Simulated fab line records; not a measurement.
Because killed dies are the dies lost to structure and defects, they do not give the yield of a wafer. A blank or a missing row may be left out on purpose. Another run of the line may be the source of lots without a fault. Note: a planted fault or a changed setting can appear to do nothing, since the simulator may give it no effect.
Struck lot and sound lot, side by side ; flow n5-finfet ; 36 steps out of a route of 1938
Sound: wafers L368.1, L368.4, L368.5. Struck: wafers L362.2, L362.5, L362.6. The cause is named last.
For every step that has rows: the tool of each side, followed by ch and its chambers, followed by its first start. Under that, the readings that differ: sound wafers ; struck wafers ; difference of the means ; sigmas: that difference in standard deviations of wafers without a fault.
alike: readings whose means differ by less than 2 such deviations, and words and numbers that are the same on both sides. not compared: withheld readings, readings that some wafer has no value for, bounds like >300 that may hide the same value, and numbers for which the record gives no deviation and whose values overlap.
A row with sigmas, a row that says differs or no value, or rows on one side alone: a step with any of these is where the two part. When numbers do not overlap yet have no deviation, they are printed without sigmas and do not part them. A reading missing from all wafers of one side parts the sides only when that side holds two or more wafers.

first, 9 steps without rows for these wafers: N5_BEOL_M4_ANNEAL_95 (time 240 s); N5_BEOL_M4_SPUTTER_96 (material Cu, target thk 4.5 nm, time 8.29 s); N5_BEOL_M4_ECD_50 (material Cu, target thk 300 nm); N5_BEOL_M4_ANNEAL_51 (time 90 s); N5_BEOL_M4_CMP_52 (polishes, stops on SiOC, t overpolish 6.8 s, target thk 40 nm); N5_BEOL_M4_PRE_CLEAN_60 (time 15 s); N5_BEOL_M4_CO_CAP_55 (material Co, precursor CCTBA/H2, target thk 2 nm, time 102.1 s); N5_BEOL_M4_PRE_CLEAN_56 (time 15 s); N5_BEOL_M4_DEP_57 (deposits SiCN from 3MS/NH3, target thk 8 nm, time 14 s).
N5_BEOL_M4_RC_MEAS_101:
  sound on prober-02 ch 0, day 14 10:52; struck on prober-02 ch 0, day 12 12:37
  alike: DIBL_N, DIBL_P, IOFF_N, IOFF_P, ION_N, ION_P, SS_N, SS_P, VT_N, VT_P
then, 24 steps without rows for these wafers: N5_BEOL_M5_ILD_DEP_00 (deposits SiCOH lowk from DEMS/porogen, target thk 140.64 nm, time 25.9 s); N5_BEOL_M5_CURE_79 (cures SiCOH lowk, time 240 s); N5_BEOL_M5_PECVD_70 (deposits SiO2 from TEOS/O2, target thk 16 nm, time 18 s); N5_BEOL_M5_HM_DEP_02 (deposits TiN, target thk 20 nm); N5_BEOL_M5_COAT_59 (time 60 s, resist thk 60 nm); N5_BEOL_M5_COAT_60 (time 60 s, resist thk 12 nm); N5_BEOL_M5_COAT_71 (time 60 s, resist thk 5 nm); N5_BEOL_M5_COAT_05 (resist thk 30 nm); N5_BEOL_M5_EBR_07; N5_BEOL_M5_SOFTBAKE_06 (time 60 s); N5_BEOL_M5_EXPOSE_08 (exposes mask M5, target cd 28 nm); N5_BEOL_M5_PEB_09 (peb time 60 s); N5_BEOL_M5_DEVELOP_10 (develop time 30 s); N5_BEOL_M5_DESCUM_16 (chemistry O2, time 7 s); N5_BEOL_M5_ETCH_72 (etches underlayer in N2/H2, target depth 6.5 nm, time 5.2 s); N5_BEOL_M5_ETCH_61 (etches SiARC in CF4, target depth 15.6 nm, time 26 s); N5_BEOL_M5_ETCH_62 (etches SOC in N2/H2, target depth 75 nm, overetch 15 nm, time 112.5 s); N5_BEOL_M5_STRIP_63 (strips in N2/H2); N5_BEOL_M5_STRIP_73 (strips in N2/H2); N5_BEOL_M5_STRIP_64 (strips in CF4); N5_BEOL_M5_HM_OPEN_17 (chemistry Cl2/BCl3, target TiN, target depth 20 nm, overetch 6 nm); N5_BEOL_M5_STRIP_19 (strips in O2); N5_BEOL_M5_COAT_65 (time 60 s, resist thk 60 nm); N5_BEOL_M5_COAT_66 (time 60 s, resist thk 12 nm).
-- here the record skips 4 days between the struck wafers' starts before and after, leaving off in module BEOL_M5 and picking up in module MIM_TOP (first step shown: number 1834 of the route) --
N5_MIM_TOP_ALD_00: deposits Al2O3, purge time 3 s, co reactant pulse time 3 s.
  sound on ald-hk-02 ch 0,1,3, day 18 03:59; struck on ald-hk-01 ch 0,3, day 16 02:35
reading;sound;struck;difference;sigmas
precursor-pulse-height-rel;1.007 1.018 0.994;- - -;no value on the struck wafers;
N5_PASSIVATION_PROBE_49:
  rows exist in the record for the struck wafers here (prober-01, day 16 16:37), but not for the sound ones

WHERE THEY PART
Last at N5_PASSIVATION_PROBE_49 as far as this record goes, first at N5_MIM_TOP_ALD_00.

WHY: whatever the simulator had introduced
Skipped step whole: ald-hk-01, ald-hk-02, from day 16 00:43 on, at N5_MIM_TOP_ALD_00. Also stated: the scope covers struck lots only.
